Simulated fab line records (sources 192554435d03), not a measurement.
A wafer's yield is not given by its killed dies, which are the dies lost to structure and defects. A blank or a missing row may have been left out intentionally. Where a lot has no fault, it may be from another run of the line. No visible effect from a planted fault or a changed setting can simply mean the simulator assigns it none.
What tool caused it? / flow n5 finfet / Sampling: 12 lots, 35 wafers, 5 of 1938 route steps

## WHAT THE GAUGES READ, wafer by wafer
N5_BEOL_M12_THK_MEAS_01.
lot=L163; measured=day 11 16:03; on=film metro-02; M12_ILD_THK (nm)=649 648 652
lot=L162; measured=day 11 17:26; on=film metro-01; M12_ILD_THK (nm)=667 676 685
lot=L164; measured=day 11 18:59; on=film metro-02; M12_ILD_THK (nm)=660 668 678
lot=L166; measured=day 12 16:37; on=film metro-02; M12_ILD_THK (nm)=651 667 658
lot=L167; measured=day 13 14:35; on=film metro-01; M12_ILD_THK (nm)=658 654 667
lot=L170; measured=day 14 04:50; on=film metro-01; M12_ILD_THK (nm)=655 664 665
lot=L171; measured=day 15 05:58; on=film metro-02; M12_ILD_THK (nm)=669 655 679
lot=L180; measured=day 16 16:17; on=film metro-02; M12_ILD_THK (nm)=660 674 669
lot=L178; measured=day 16 23:04; on=film metro-02; M12_ILD_THK (nm)=662 668
lot=L179; measured=day 17 00:44; on=film metro-02; M12_ILD_THK (nm)=674 670 662
lot=L183; measured=day 17 17:26; on=film metro-02; M12_ILD_THK (nm)=664 658 671
lot=L185; measured=day 18 22:33; on=film metro-01; M12_ILD_THK (nm)=661 643 670

N5_BEOL_M12_CD_MEAS_28 targets a cd of 160.2 nm.
lot=L163; measured=day 11 17:36; on=cd sem-02; cd nm (nm)=160.8 161.5 159.9
lot=L162; measured=day 11 19:03; on=cd sem-01; cd nm (nm)=159.9 160.3 162.2
lot=L164; measured=day 11 20:20; on=cd sem-02; cd nm (nm)=161.1 159.7 160.3
lot=L166; measured=day 12 17:49; on=cd sem-03; cd nm (nm)=161.9 162.8 161.6
lot=L167; measured=day 13 15:55; on=cd sem-01; cd nm (nm)=161.8 162.5 161.9
lot=L170; measured=day 14 06:03; on=cd sem-03; cd nm (nm)=160.7 158.9 160.5
lot=L171; measured=day 15 07:29; on=cd sem-01; cd nm (nm)=159.5 162.3 159.1
lot=L180; measured=day 16 17:38; on=cd sem-01; cd nm (nm)=159.3 161.7 161.2
lot=L178; measured=day 17 00:25; on=cd sem-01; cd nm (nm)=160.6 160.3
lot=L179; measured=day 17 02:07; on=cd sem-02; cd nm (nm)=160.6 159.8 162.0
lot=L183; measured=day 17 18:56; on=cd sem-02; cd nm (nm)=159.6 161.8 158.0
lot=L185; measured=day 18 23:58; on=cd sem-03; cd nm (nm)=161.7 161.9 159.7

N5_BEOL_M12_OVL_MEAS_29.
lot=L163; measured=day 11 17:38; on=overlay-02; M12_OVL (nm)=-9 -5 -8
lot=L162; measured=day 11 19:05; on=overlay-02; M12_OVL (nm)=0 -3 -3
lot=L164; measured=day 11 20:22; on=overlay-02; M12_OVL (nm)=-3 3 0
lot=L166; measured=day 12 17:51; on=overlay-01; M12_OVL (nm)=-2 1 -1
lot=L167; measured=day 13 15:57; on=overlay-01; M12_OVL (nm)=3 0 5
lot=L170; measured=day 14 06:05; on=overlay-01; M12_OVL (nm)=-3 -5 -4
lot=L171; measured=day 15 07:31; on=overlay-02; M12_OVL (nm)=-1 -2 6
lot=L180; measured=day 16 17:40; on=overlay-01; M12_OVL (nm)=-7 -8 -3
lot=L178; measured=day 17 00:26; on=overlay-01; M12_OVL (nm)=19 18
lot=L179; measured=day 17 02:08; on=overlay-02; M12_OVL (nm)=22 24 22
lot=L183; measured=day 17 18:58; on=overlay-02; M12_OVL (nm)=-4 -2 -1
lot=L185; measured=day 19 00:00; on=overlay-02; M12_OVL (nm)=-2 -4 -3

## TOOL THAT RAN EACH LOT (tool first, then ch and the chambers of the sampled wafers, then the start)
lot=L163; N5_BEOL_M12_ILD_DEP_00=pecvd-03 ch 0,1, day 11 15:55; N5_BEOL_M12_EXPOSE_25=krf scanner-02 ch 0, day 11 17:26
lot=L162; N5_BEOL_M12_ILD_DEP_00=pecvd-01 ch 0,1,2, day 11 17:18; N5_BEOL_M12_EXPOSE_25=krf scanner-02 ch 0, day 11 18:53
lot=L164; N5_BEOL_M12_ILD_DEP_00=pecvd-01 ch 0,2, day 11 18:52; N5_BEOL_M12_EXPOSE_25=krf scanner-02 ch 0, day 11 20:11
lot=L166; N5_BEOL_M12_ILD_DEP_00=pecvd-01 ch 0,2, day 12 16:29; N5_BEOL_M12_EXPOSE_25=krf scanner-02 ch 0, day 12 17:39
lot=L167; N5_BEOL_M12_ILD_DEP_00=pecvd-01 ch 0,1,2, day 13 14:27; N5_BEOL_M12_EXPOSE_25=krf scanner-02 ch 0, day 13 15:45
lot=L170; N5_BEOL_M12_ILD_DEP_00=pecvd-03 ch 0,2, day 14 04:42; N5_BEOL_M12_EXPOSE_25=krf scanner-02 ch 0, day 14 05:53
lot=L171; N5_BEOL_M12_ILD_DEP_00=pecvd-03 ch 0,1, day 15 05:50; N5_BEOL_M12_EXPOSE_25=krf scanner-01 ch 0, day 15 07:19
lot=L180; N5_BEOL_M12_ILD_DEP_00=pecvd-03 ch 0,1,2, day 16 16:10; N5_BEOL_M12_EXPOSE_25=krf scanner-01 ch 0, day 16 17:28
lot=L178; N5_BEOL_M12_ILD_DEP_00=pecvd-03 ch 0,2, day 16 22:59; N5_BEOL_M12_EXPOSE_25=krf scanner-02 ch 0, day 17 00:16
lot=L179; N5_BEOL_M12_ILD_DEP_00=pecvd-01 ch 0,2, day 17 00:35; N5_BEOL_M12_EXPOSE_25=krf scanner-02 ch 0, day 17 01:56
lot=L183; N5_BEOL_M12_ILD_DEP_00=pecvd-04 ch 1,2, day 17 17:19; N5_BEOL_M12_EXPOSE_25=krf scanner-01 ch 0, day 17 18:46
lot=L185; N5_BEOL_M12_ILD_DEP_00=pecvd-04 ch 0,1, day 18 22:25; N5_BEOL_M12_EXPOSE_25=krf scanner-01 ch 0, day 18 23:48
- N5_BEOL_M12_ILD_DEP_00: deposits SiOC from DEMS/O2, target thk 658.92 nm, time 130.7 s.
- N5_BEOL_M12_EXPOSE_25: exposes mask M12.

## WHAT THE TOOLS THEMSELVES READ (means of the sampled wafers that have a number; where no wafer has one, the mark that the record gives instead)
N5_BEOL_M12_ILD_DEP_00.
lot=L163; tool=pecvd-03; heater power w (W)=496; showerhead plenum p Torr (Torr)=5.680; throttle valve pct (%)=11.5
lot=L162; tool=pecvd-01; heater power w (W)=528; showerhead plenum p Torr (Torr)=5.692; throttle valve pct (%)=12.1
lot=L164; tool=pecvd-01; heater power w (W)=540; showerhead plenum p Torr (Torr)=5.702; throttle valve pct (%)=11.7
lot=L166; tool=pecvd-01; heater power w (W)=511; showerhead plenum p Torr (Torr)=5.690; throttle valve pct (%)=11.7
lot=L167; tool=pecvd-01; heater power w (W)=533; showerhead plenum p Torr (Torr)=5.689; throttle valve pct (%)=12.0
lot=L170; tool=pecvd-03; heater power w (W)=563; showerhead plenum p Torr (Torr)=5.683; throttle valve pct (%)=11.5
lot=L171; tool=pecvd-03; heater power w (W)=508; showerhead plenum p Torr (Torr)=5.682; throttle valve pct (%)=11.6
lot=L180; tool=pecvd-03; heater power w (W)=551; showerhead plenum p Torr (Torr)=5.677; throttle valve pct (%)=11.5
lot=L178; tool=pecvd-03; heater power w (W)=590; showerhead plenum p Torr (Torr)=5.679; throttle valve pct (%)=11.6
lot=L179; tool=pecvd-01; heater power w (W)=561; showerhead plenum p Torr (Torr)=5.687; throttle valve pct (%)=12.1
lot=L183; tool=pecvd-04; heater power w (W)=619; showerhead plenum p Torr (Torr)=5.673; throttle valve pct (%)=12.1
lot=L185; tool=pecvd-04; heater power w (W)=487; showerhead plenum p Torr (Torr)=5.693; throttle valve pct (%)=13.0

## THE ANSWER, worked out from the rows above alone
Rule: the usual values come from the lots themselves. Put in order of their means at a reading, lots are off if they are a third of the lots or fewer, leave a main group of 4 or more, and stand apart from it by a gap of 3 or more times the standard deviation of the main group's means; of several such gaps the widest counts. Not used: any main group whose means are identical at the precision the tables above print for the reading. Also off: a lot with no number at a reading for which 4 or more lots have one. The other lots that the step has rows for count as sound. The gauges are gone through in route order, then the tools' own readings, and for those a lot's mean is taken as printed above. The first step at which some lot is off is used, and at that step the reading that is off furthest; a lot without a number counts as furthest.
Off: at N5_BEOL_M12_OVL_MEAS_29 (M12_OVL), L178, L179. For the main group the mean is -2 nm and the standard deviation 2.9.
A tool fits if, at a process step before that reading, it ran every lot that is off, and no sound lot after the first of them. Gauges at N5_BEOL_M12_OVL_MEAS_29: tried the same way as those tools. One fits: krf scanner-02 at N5_BEOL_M12_EXPOSE_25. A fault onset in the window from L170 (day 14 05:53, its last sound lot) to L178 (day 17 00:16, its first lot off) fits.

## WHAT WAS PUT IN BY THE SIMULATOR
Scanner matching overlay: krf scanner-02, from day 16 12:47 on, at N5_BEOL_M12_EXPOSE_25. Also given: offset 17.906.
Lots struck among those shown: L178, L179. Same finding as the rule above.
